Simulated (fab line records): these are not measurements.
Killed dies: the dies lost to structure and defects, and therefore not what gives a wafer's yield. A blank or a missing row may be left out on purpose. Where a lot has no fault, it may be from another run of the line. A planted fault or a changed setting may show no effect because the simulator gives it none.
fab line records    flow nandHarc    part 1 of 2: steps 1 to 24 of 30
[record] lots = 5  wafers = 15  lastDay = 23
route steps=1159 shown A_SGD_CUT@766 A_SLIT@779
lots that met no fault: from a run of the same line without faults
startH: hours from the record's first day to the start of the lot's first wafer shown    waitH: hours elapsed since this lot's preceding step    " repeats the value in the row above    L1.1+2: a single row standing in for several wafers    - no value, or no start given    * or withheld: withheld    < > ~ a bound
route shown NAME@n: names a module that has steps shown in the file, with the first one's number in the route    usual: mean and standard deviation over wafers with no fault    same: alike in all rows    chamber/n: place in a boat    sites: readings site by site    _std_site: the values' standard deviation    _edge_site: mean of outer sites minus mean of inner sites    radiusMm: how far each site lies from the wafer's centre    mask NAME#n: copy n    behind: the last tool/chamber to shape the wafer    hold: why the lot went on hold/how many hours it stayed there/how the hold came to an end    device: names the non-switching transistor (n, p or np)    end of line: tests run on the same wafers once the route is complete    a step without rows: its recipe alone    killed: dies lost to structure and defects at the first sort, not the wafer's yield    map: dies across one wafer; x = killed, . = not, _ = none there
set.NAME: the run value of the setting; set.NAME@STEP: its run value at that earlier step    model.NAME: the simulator's own value behind a step, which no gauge read
a table for each step, a row for each wafer; lots at some steps of the route
services: from which hour (startH, from the record's first day; less than 0 if before it) a tool's chamber was out of use, for how many hours, and why
[[steps]]
[step NHARC_A_SGD_CUT_STRIP_60]
[recipe] c4f8FlowSccm = withheld  o2FlowSccm = 8  arFlowSccm = withheld  biasW = 0  chemistry = C4F8/O2/Ar
lot.wafer   tool        chamber  startH  waitH
L084.4+6+5  rieDiel-04  0,1,2    -       -
L083.4+2+3  rieDiel-08  1,2,0    -       -
L085.2+5+4  rieDiel-08  0,0,3    -       -
L086.4+3+5  rieDiel-09  0,1,2    -       -
L090.1+2+5  rieDiel-08  2,0,3    -       -
[step NHARC_A_SGD_CUT_STRIP_17]
[recipe] o2FlowSccm = 500  arFlowSccm = 0  biasW = 0  chemistry = O2
[usual] chamberPressureMTorr = 60.00/0.05  drypumpMotorCurrentA = 5.7/0.34  oesProductAu = 1.002/0.007  rfVppV = 57.9/0.87  showerheadPlenumPTorr = 3.52/0.11  throttleValvePct = 17.036/0.0096
lot.wafer  tool        chamber  startH  waitH  chamberPressureMTorr  drypumpMotorCurrentA  oesProductAu  rfHoursCounterH  rfVppV  showerheadPlenumPTorr  throttleValvePct
L084.4     rieDiel-04  0        -       -      60.07                 5.5                   1.009         6                57.9    3.58                   17.009
L084.6     "           3        "       "      60.05                 5.9                   1.012         -                58.4    3.49                   17.045
L084.5     "           0        "       "      59.99                 5.5                   1.001         -                57.8    3.58                   17.064
L083.2     rieDiel-08  3        -       -      60.02                 5.2                   1.008         5                56.9    3.47                   17.040
L083.4     "           0        "       "      60.04                 5.6                   1.007         5                58.0    3.45                   17.044
L083.3     "           2        "       "      59.89                 6.3                   1.004         5                57.9    3.48                   17.041
L085.2     rieDiel-08  0        -       -      60.01                 5.6                   1.004         7                58.5    3.45                   17.035
L085.4     "           3        "       "      60.00                 5.2                   1.004         -                58.1    3.47                   17.031
L085.5     "           0        "       "      60.00                 5.6                   1.007         -                57.7    3.45                   17.045
L086.3     rieDiel-09  1        -       -      60.02                 6.1                   0.994         12               59.5    3.54                   17.048
L086.4     "           0        "       "      60.03                 5.3                   0.994         13               58.4    3.30                   17.028
L086.5     "           1        "       "      59.96                 6.1                   0.997         -                57.7    3.54                   17.042
L090.1     rieDiel-08  0        -       -      59.90                 5.6                   1.009         9                57.8    3.45                   17.033
L090.2     "           1        "       "      59.91                 5.7                   1.011         9                58.6    3.75                   17.015
L090.5     "           0        "       "      60.06                 5.6                   0.999         -                58.7    3.45                   17.036
[step NHARC_A_SGD_CUT_PRECLEAN_18]
[recipe] timeS = *  tempC = 50  bathAgeMin = 0  chemistry = SC1
lot.wafer   tool         chamber  startH  waitH
L084.6+4+5  wetBench-09  1,4,5    370.65  -
L083.2+3+4  wetBench-09  6,0,1    371.03  -
L085.2+5+4  wetBench-03  1,2,3    386.00  -
L086.4+5+3  wetBench-04  5,6,7    386.45  -
L090.5+2+1  wetBench-09  5,6,1    420.37  -
[step NHARC_A_SGD_CUT_SRD_19]
lot.wafer   tool         chamber  startH  waitH
L084.6+4+5  wetBench-09  1,4,5    -       -
L083.2+3+4  wetBench-09  6,0,1    -       -
L085.2+5+4  wetBench-03  1,2,3    -       -
L086.4+5+3  wetBench-04  5,6,7    -       -
L090.5+2+1  wetBench-09  5,6,1    -       -
[step NHARC_A_SGD_CUT_DEP_20]
[recipe] targetThkA = 1500  tempC = 65  material = SiO2
lot.wafer   tool     chamber  startH  waitH
L084.4+5+6  fcvd-02  0,1,0    370.88  -
L083.2+4+3  fcvd-01  0,1,0    371.20  -
L085.2+4+5  fcvd-01  0,1,1    386.16  -
L086.4+3+5  fcvd-01  0,1,0    387.84  -
L090.1+2+5  fcvd-02  0,1,1    420.51  -
[step NHARC_A_SGD_CUT_ANNEAL_27]
[recipe] tempC = 450  timeS = 1800
[usual] zonePowerBottomPct = 7.57/0.16  zonePowerUpperPct = 5.3/0.53
lot.wafer  tool        chamber  startH  waitH  zonePowerBottomPct  zonePowerUpperPct
L083.2     furnace-05  0        374.99  3.8    7.41                5.0
L083.3     "           0        "       "      7.41                5.2
L083.4     "           0        "       "      7.41                5.0
L084.4     furnace-05  0        374.99  4.1    7.48                5.1
L084.5     "           0        "       "      7.41                5.1
L084.6     "           0        "       "      7.49                5.1
L085.2     furnace-05  0        388.93  2.7    7.51                5.1
L085.4     "           0        "       "      7.54                5.1
L085.5     "           0        "       "      7.56                5.1
L086.3     furnace-05  0        388.93  1.0    7.39                5.0
L086.4     "           0        "       "      7.35                5.0
L086.5     "           0        "       "      7.38                5.1
L090.1     furnace-02  0        423.19  2.7    7.61                6.4
L090.2     "           0        "       "      7.79                6.4
L090.5     "           0        "       "      7.60                6.3
[step NHARC_A_SGD_CUT_CMP_21]
[recipe] targetThkNm = 148.19
[usual] motorCurrentA = 12.6/1.6  timeToEndpointS = 49.7/2.6
lot.wafer  tool    chamber  startH  waitH  motorCurrentA  timeToEndpointS
L083.2     cmp-02  2        376.46  0.4    13.7           47.0
L083.3     "       3        "       "      13.2           50.6
L083.4     "       1        "       "      12.4           53.5
L084.4     cmp-04  1        376.48  0.4    11.2           51.7
L084.5     "       0        "       "      10.4           51.7
L084.6     "       1        "       "      12.4           46.7
L086.3     cmp-01  0        390.36  0.4    11.7           45.3
L086.4     "       3        "       "      13.2           45.1
L086.5     "       1        "       "      12.2           48.4
L085.4     cmp-04  3        390.38  0.4    15.5           51.0
L085.2     "       1        "       "      11.6           51.3
L085.5     "       2        "       "      14.7           51.6
L090.1     cmp-04  0        424.68  0.4    10.2           51.8
L090.2     "       1        "       "      11.6           51.8
L090.5     "       3        "       "      15.0           51.8
[step NHARC_A_SGD_CUT_THK_MEAS_22]
[recipe] thkMeasGauge = ellipsometry
[usual] thkNm = 148.1/1.6
lot.wafer  tool          chamber  startH  waitH  thkNm
L083.2     filmMetro-02  -        376.71  0.2    148.4
L083.3     "             -        "       "      146.9
L083.4     "             -        "       "      147.7
L084.4     filmMetro-01  -        376.72  0.2    148.0
L084.5     "             -        "       "      148.6
L084.6     "             -        "       "      146.4
L086.3     filmMetro-01  -        390.61  0.2    146.0
L086.4     "             -        "       "      149.2
L086.5     "             -        "       "      146.8
L085.2     filmMetro-01  -        390.62  0.2    148.3
L085.4     "             -        "       "      150.0
L085.5     "             -        "       "      150.4
L090.1     filmMetro-01  -        424.89  0.2    148.2
L090.2     "             -        "       "      147.3
L090.5     "             -        "       "      150.7
[step NHARC_A_SGD_CUT_SRD_23]
lot.wafer   tool         chamber  startH  waitH
L083.3+4+2  wetBench-04  0,1,3    376.75  0.0
L084.5+6+4  wetBench-03  6,0,1    376.76  0.0
L086.3+5+4  wetBench-03  6,2,3    390.65  0.0
L085.2+5+4  wetBench-04  1,3,4    390.66  0.0
L090.2+1+5  wetBench-04  2,3,5    424.94  0.0
[step NHARC_A_SGD_CUT_ETCH_26]
[recipe] targetDepthA = 458  chemistry = dHF  material = SiO2
lot.wafer   tool         chamber  startH  waitH
L083.3+4+2  wetBench-04  0,1,3    376.78  0.0
L084.5+6+4  wetBench-03  6,0,1    376.78  0.0
L086.3+5+4  wetBench-03  6,2,3    390.68  0.0
L085.2+5+4  wetBench-04  1,3,4    390.69  0.0
L090.2+1+5  wetBench-04  2,3,5    424.96  0.0
[step NHARC_A_SGD_CUT_ETCHBACK_24]
[recipe] targetDepthA = 500  overEtchFrac = 0.3  timeS = 92.857  ionEnergyEv = 120  ch3fFlowSccm = 50  o2FlowSccm = 30  arFlowSccm = 200  rfW = 500  biasW = 100  chemistry = CH3F/O2
[usual] chamberPressureMTorr = 25.002/0.025  drypumpMotorCurrentA = 5.7/0.35  oesProductAu = 0.97/0.034  rfVppV = 244.3/1.3  showerheadPlenumPTorr = 2.45/0.076  throttleValvePct = 20.664/0.0086
lot.wafer  tool        chamber  startH  waitH  chamberPressureMTorr  drypumpMotorCurrentA  oesProductAu  rfHoursCounterH  rfVppV  showerheadPlenumPTorr  throttleValvePct
L083.3     rieDiel-08  0        376.94  0.2    24.968                5.5                   0.94          5                243.9   2.40                   20.663
L083.4     "           2        "       "      24.966                6.3                   0.94          5                243.7   2.42                   20.651
L083.2     "           3        "       "      24.998                5.3                   0.93          5                244.7   2.42                   20.666
L084.4     rieDiel-04  2        376.96  0.2    25.002                5.5                   0.93          7                242.0   2.40                   20.678
L084.5     "           1        "       "      25.004                6.2                   0.92          -                243.0   2.44                   20.674
L084.6     "           2        "       "      25.002                5.5                   0.93          -                243.8   2.40                   20.660
L085.4     rieDiel-04  3        390.85  0.1    25.036                5.9                   1.01          8                243.8   2.43                   20.670
L085.2     "           0        "       "      24.969                5.5                   1.00          7                246.0   2.50                   20.664
L085.5     "           3        "       "      25.011                5.9                   1.01          -                244.0   2.43                   20.665
L086.3     rieDiel-08  1        390.87  0.2    25.003                5.7                   1.01          7                246.7   2.62                   20.677
L086.5     "           3        "       "      25.018                5.2                   1.02          -                245.4   2.42                   20.656
L086.4     "           0        "       "      25.025                5.5                   1.02          -                242.7   2.40                   20.667
L090.2     rieDiel-09  2        425.11  0.1    25.007                6.0                   1.00          15               243.9   2.47                   20.657
L090.1     "           0        "       "      24.971                5.3                   0.99          16               241.9   2.30                   20.673
L090.5     "           3        "       "      24.972                5.7                   0.99          -                244.4   2.52                   20.657
[step NHARC_A_SGD_CUT_STRIP_28]
[recipe] timeS = 20  o2FlowSccm = 500  arFlowSccm = 0  biasW = 0  chemistry = O2
[usual] chamberPressureMTorr = 60.00/0.051  drypumpMotorCurrentA = 5.7/0.34  oesProductAu = 1.003/0.0075  rfVppV = 57.8/0.79  showerheadPlenumPTorr = 3.52/0.1  throttleValvePct = 17.036/0.0096
lot.wafer  tool        chamber  startH  waitH  chamberPressureMTorr  drypumpMotorCurrentA  oesProductAu  rfHoursCounterH  rfVppV  showerheadPlenumPTorr  throttleValvePct
L083.2     rieDiel-08  2        -       -      59.92                 6.3                   0.997         5                57.6    3.48                   17.030
L083.4     "           0        "       "      60.02                 5.6                   1.001         6                57.9    3.45                   17.051
L083.3     "           1        "       "      60.03                 5.7                   1.006         6                58.5    3.76                   17.015
L084.4     rieDiel-04  3        -       -      60.05                 5.9                   1.008         7                57.7    3.49                   17.039
L084.5     "           1        "       "      60.03                 6.2                   1.012         -                58.4    3.51                   17.044
L084.6     "           2        "       "      59.97                 5.4                   1.010         -                57.3    3.44                   17.041
L085.4     rieDiel-04  0        -       -      60.01                 5.5                   0.999         7                57.3    3.58                   17.046
L085.2     "           1        "       "      60.01                 6.2                   0.991         7                57.9    3.51                   17.035
L085.5     "           3        "       "      60.02                 5.9                   1.010         -                57.0    3.49                   17.039
L086.3     rieDiel-08  1        391.11  0.2    59.97                 5.7                   1.008         7                58.2    3.75                   17.027
L086.5     "           3        "       "      59.96                 5.2                   1.005         -                59.3    3.47                   17.038
L086.4     "           0        "       "      59.99                 5.5                   1.005         -                57.4    3.45                   17.040
L090.2     rieDiel-09  3        -       -      59.92                 5.7                   1.004         16               58.1    3.61                   17.038
L090.1     "           0        "       "      59.93                 5.3                   0.987         16               57.5    3.30                   17.031
L090.5     "           3        "       "      60.01                 5.7                   1.002         -                57.6    3.61                   17.026
[step NHARC_A_SGD_CUT_INSPECT_25]
[usual] rawDefectCount = 303/70
lot.wafer  tool              chamber  startH  waitH  rawDefectCount
L083.2     defectInspect-02  -        377.18  -      465
L083.3     "                 -        "       "      305
L083.4     "                 -        "       "      275
L084.4     defectInspect-01  -        377.19  -      231
L084.5     "                 -        "       "      261
L084.6     "                 -        "       "      216
L085.2     defectInspect-02  -        391.08  -      256
L085.4     "                 -        "       "      307
L085.5     "                 -        "       "      247
L086.3     defectInspect-01  -        391.21  -      341
L086.4     "                 -        "       "      355
L086.5     "                 -        "       "      281
L090.1     defectInspect-01  -        425.35  -      354
L090.2     "                 -        "       "      288
L090.5     "                 -        "       "      364
[step NHARC_A_SLIT_DEP_25]
[recipe] targetThkA = 2000  tempC = 400  pressureTorr = 6.5  rfW = 900  teosFlowSccm = 161.4  flowSccm = 2650  targetThkNm = 200  gas = O2  material = SiO2
[usual] heaterPowerOuterW = 263/43  heaterPowerW = 499/69  throttleValvePct = 16.1/0.59
lot.wafer  tool      chamber  startH  waitH  heaterPowerOuterW  heaterPowerW  throttleValvePct
L083.3     pecvd-01  0        377.29  0.1    217                432           15.6
L083.2     "         1        "       "      335                557           16.9
L083.4     "         1        "       "      333                562           16.8
L084.4     pecvd-03  0        377.37  0.2    279                561           16.9
L084.5     "         1        "       "      206                401           16.1
L084.6     "         2        "       "      288                559           15.9
L085.2     pecvd-02  2        391.15  0.1    284                543           15.8
L085.5     "         2        "       "      293                555           15.5
L085.4     "         1        "       "      291                589           15.4
L086.3     pecvd-03  2        391.28  0.1    283                542           15.6
L086.5     "         0        "       "      327                643           17.0
L086.4     "         1        "       "      237                451           16.2
L090.1     pecvd-02  0        425.55  0.2    262                435           15.7
L090.2     "         1        "       "      208                471           15.6
L090.5     "         2        "       "      295                562           15.7
[step NHARC_A_SLIT_DEP_00]
[recipe] targetThkA = 32000  tempC = 400  material = aC
[usual] throttleValvePct = 35.000/0.009
lot.wafer  tool       chamber  startH  waitH  throttleValvePct
L083.2     aclDep-02  0        378.80  -      34.981
L083.3     "          0        "       "      35.004
L083.4     "          0        "       "      34.984
L084.4     aclDep-01  0        379.84  -      35.024
L084.5     "          0        "       "      34.991
L084.6     "          0        "       "      35.000
L085.2     aclDep-02  0        392.59  -      35.007
L085.4     "          0        "       "      34.995
L085.5     "          0        "       "      35.002
L086.3     aclDep-01  0        394.06  -      34.978
L086.4     "          0        "       "      34.999
L086.5     "          0        "       "      35.010
L090.1     aclDep-01  0        425.85  -      35.003
L090.2     "          0        "       "      35.002
L090.5     "          0        "       "      34.986
[step NHARC_A_SLIT_DEP_23]
[recipe] targetThkA = 1000  targetThkNm = 100  tempC = 400  pressureTorr = 3.5  flowSccm = 200  rfW = 350  material = SiON
[usual] heaterPowerOuterW = 409/43  heaterPowerW = 694/66
lot.wafer  tool      chamber  startH  waitH  heaterPowerOuterW  heaterPowerW
L083.3     pecvd-02  1        380.44  1.0    417                755
L083.2     "         0        "       "      387                628
L083.4     "         2        "       "      351                650
L084.4     pecvd-03  1        380.92  0.8    399                659
L084.5     "         2        "       "      430                707
L084.6     "         0        "       "      460                793
L085.2     pecvd-01  2        394.31  1.4    373                645
L085.5     "         0        "       "      378                635
L085.4     "         2        "       "      384                647
L086.3     pecvd-01  0        395.38  1.0    428                719
L086.4     "         0        "       "      438                733
L086.5     "         2        "       "      343                612
L090.2     pecvd-02  1        428.02  1.5    347                652
L090.1     "         2        "       "      403                681
L090.5     "         2        "       "      407                711
[step NHARC_A_SLIT_DEHYDRATE_01]
[recipe] tempC = 150  timeS = 120
[usual] chillPlateTempC = 23.00/0.099  heaterPowerTotalW = 182.7/1.2
lot.wafer  tool           chamber  startH  waitH  chillPlateTempC  heaterPowerTotalW
L083.2     lithoTrack-06  0        380.71  0.2    23.19            181.4
L083.3     "              0        "       "      22.97            181.5
L083.4     "              0        "       "      22.97            184.5
L084.4     lithoTrack-04  0        381.11  0.2    23.02            182.3
L084.5     "              0        "       "      23.05            182.4
L084.6     "              0        "       "      23.08            183.6
L085.2     lithoTrack-01  0        394.53  0.2    22.98            182.1
L085.4     "              0        "       "      22.93            181.3
L085.5     "              0        "       "      23.04            181.3
L086.3     lithoTrack-01  0        395.65  0.2    23.04            181.7
L086.4     "              0        "       "      23.02            180.8
L086.5     "              0        "       "      23.24            184.2
L090.1     lithoTrack-06  0        428.29  0.2    22.99            182.7
L090.2     "              0        "       "      23.01            180.4
L090.5     "              0        "       "      22.88            180.8
[step NHARC_A_SLIT_HMDS_02]
[recipe] timeS = 30
[usual] chillPlateTempC = 22.98/0.11
lot.wafer  tool           chamber  startH  waitH  chillPlateTempC
L083.2     lithoTrack-06  0        -       -      23.12
L083.3     "              0        "       "      23.08
L083.4     "              0        "       "      23.26
L084.4     lithoTrack-04  0        -       -      22.96
L084.5     "              0        "       "      22.98
L084.6     "              0        "       "      22.98
L085.2     lithoTrack-01  0        -       -      23.02
L085.4     "              0        "       "      23.05
L085.5     "              0        "       "      22.93
L086.3     lithoTrack-01  0        -       -      22.74
L086.4     "              0        "       "      22.87
L086.5     "              0        "       "      22.97
L090.1     lithoTrack-06  0        -       -      22.76
L090.2     "              0        "       "      22.86
L090.5     "              0        "       "      22.63
[step NHARC_A_SLIT_COAT_03]
[recipe] spinRpm = 1500  resistThkNm = 90
[usual] chillPlateTempC = 22.99/0.12
lot.wafer  tool           chamber  startH  waitH  chillPlateTempC
L083.2     lithoTrack-06  0        -       -      22.96
L083.3     "              0        "       "      23.02
L083.4     "              0        "       "      22.82
L084.4     lithoTrack-04  0        -       -      23.20
L084.5     "              0        "       "      22.91
L084.6     "              0        "       "      23.19
L085.2     lithoTrack-01  0        -       -      22.87
L085.4     "              0        "       "      22.94
L085.5     "              0        "       "      22.89
L086.3     lithoTrack-01  0        -       -      23.01
L086.4     "              0        "       "      22.99
L086.5     "              0        "       "      22.98
L090.1     lithoTrack-06  0        -       -      23.01
L090.2     "              0        "       "      22.98
L090.5     "              0        "       "      22.99
[step NHARC_A_SLIT_SOFTBAKE_04]
[recipe] tempC = 105  timeS = 55
[usual] chillPlateTempC = 22.98/0.11  heaterPowerTotalW = 188.46/0.14
lot.wafer  tool           chamber  startH  waitH  chillPlateTempC  heaterPowerTotalW
L083.2     lithoTrack-06  0        -       -      22.79            188.43
L083.3     "              0        "       "      22.88            188.65
L083.4     "              0        "       "      22.84            188.45
L084.4     lithoTrack-04  0        -       -      23.02            188.35
L084.5     "              0        "       "      22.91            188.39
L084.6     "              0        "       "      22.89            188.56
L085.2     lithoTrack-01  0        -       -      22.85            188.27
L085.4     "              0        "       "      22.99            188.30
L085.5     "              0        "       "      22.92            188.30
L086.3     lithoTrack-01  0        -       -      23.02            188.76
L086.4     "              0        "       "      23.05            188.62
L086.5     "              0        "       "      22.96            188.54
L090.1     lithoTrack-06  0        -       -      23.09            188.30
L090.2     "              0        "       "      23.27            188.32
L090.5     "              0        "       "      23.03            188.44
[step NHARC_A_SLIT_EBR_05]
[usual] chillPlateTempC = 23.01/0.12
lot.wafer  tool           chamber  startH  waitH  chillPlateTempC
L083.2     lithoTrack-06  0        -       -      23.08
L083.3     "              0        "       "      23.08
L083.4     "              0        "       "      23.05
L084.4     lithoTrack-04  0        -       -      23.23
L084.5     "              0        "       "      23.12
L084.6     "              0        "       "      23.12
L085.2     lithoTrack-01  0        -       -      23.10
L085.4     "              0        "       "      23.13
L085.5     "              0        "       "      22.91
L086.3     lithoTrack-01  0        -       -      22.92
L086.4     "              0        "       "      23.14
L086.5     "              0        "       "      22.92
L090.1     lithoTrack-06  0        -       -      22.98
L090.2     "              0        "       "      22.97
L090.5     "              0        "       "      22.87
[step NHARC_A_SLIT_EXPOSE_06]
[recipe] na = 1.35  doseMj = 60.82  maskId = SLIT
[usual] focusOffsetNm = 0.0/0.56
lot.wafer  tool            chamber  startH  waitH  mask    focusOffsetNm
L083.2     arfiScanner-01  0        380.98  -      SLIT#0  -0.2
L083.3     "               0        "       "      SLIT#0  -0.1
L083.4     "               0        "       "      SLIT#0  -0.4
L084.4     arfiScanner-02  0        381.39  -      SLIT#0  0.4
L084.5     "               0        "       "      SLIT#0  0.2
L084.6     "               0        "       "      SLIT#0  -0.5
L085.2     arfiScanner-02  0        394.67  -      SLIT#0  0.4
L085.4     "               0        "       "      SLIT#0  0.2
L085.5     "               0        "       "      SLIT#0  0.0
L086.3     arfiScanner-02  0        395.80  -      SLIT#0  0.3
L086.4     "               0        "       "      SLIT#0  0.3
L086.5     "               0        "       "      SLIT#0  1.0
L090.1     arfiScanner-01  0        428.56  -      SLIT#0  -0.8
L090.2     "               0        "       "      SLIT#0  -0.1
L090.5     "               0        "       "      SLIT#0  0.1
[step NHARC_A_SLIT_PEB_07]
[recipe] pebTempC = 100  pebTimeS = 65
[usual] chillPlateTempC = 22.97/0.099  heaterPowerTotalW = 156.7/0.43
lot.wafer  tool           chamber  startH  waitH  chillPlateTempC  heaterPowerTotalW
L083.2     lithoTrack-01  0        381.04  0.1    22.99            156.0
L083.3     "              0        "       "      22.92            157.0
L083.4     "              0        "       "      22.94            156.7
L084.4     lithoTrack-06  0        381.44  0.0    22.93            156.2
L084.5     "              0        "       "      22.91            156.0
L084.6     "              0        "       "      22.97            157.2
L085.2     lithoTrack-06  0        394.73  0.1    23.05            156.2
L085.4     "              0        "       "      23.11            157.1
L085.5     "              0        "       "      22.98            156.7
L086.3     lithoTrack-06  0        395.85  0.0    23.15            157.1
L086.4     "              0        "       "      23.18            157.1
L086.5     "              0        "       "      23.02            157.2
L090.1     lithoTrack-01  0        428.62  0.1    23.14            156.3
L090.2     "              0        "       "      23.10            157.2
L090.5     "              0        "       "      23.10            156.7
[step NHARC_A_SLIT_DEVELOP_08]
[recipe] developTimeS = 35  devTempC = 23
[usual] chillPlateTempC = 23.00/0.11
lot.wafer  tool           chamber  startH  waitH  chillPlateTempC
L083.2     lithoTrack-01  0        -       -      23.30
L083.3     "              0        "       "      23.04
L083.4     "              0        "       "      23.25
L084.4     lithoTrack-06  0        -       -      22.83
L084.5     "              0        "       "      23.02
L084.6     "              0        "       "      23.08
L085.2     lithoTrack-06  0        -       -      23.04
L085.4     "              0        "       "      23.01
L085.5     "              0        "       "      22.98
L086.3     lithoTrack-06  0        -       -      23.01
L086.4     "              0        "       "      23.31
L086.5     "              0        "       "      23.19
L090.1     lithoTrack-01  0        -       -      23.05
L090.2     "              0        "       "      22.82
L090.5     "              0        "       "      23.12
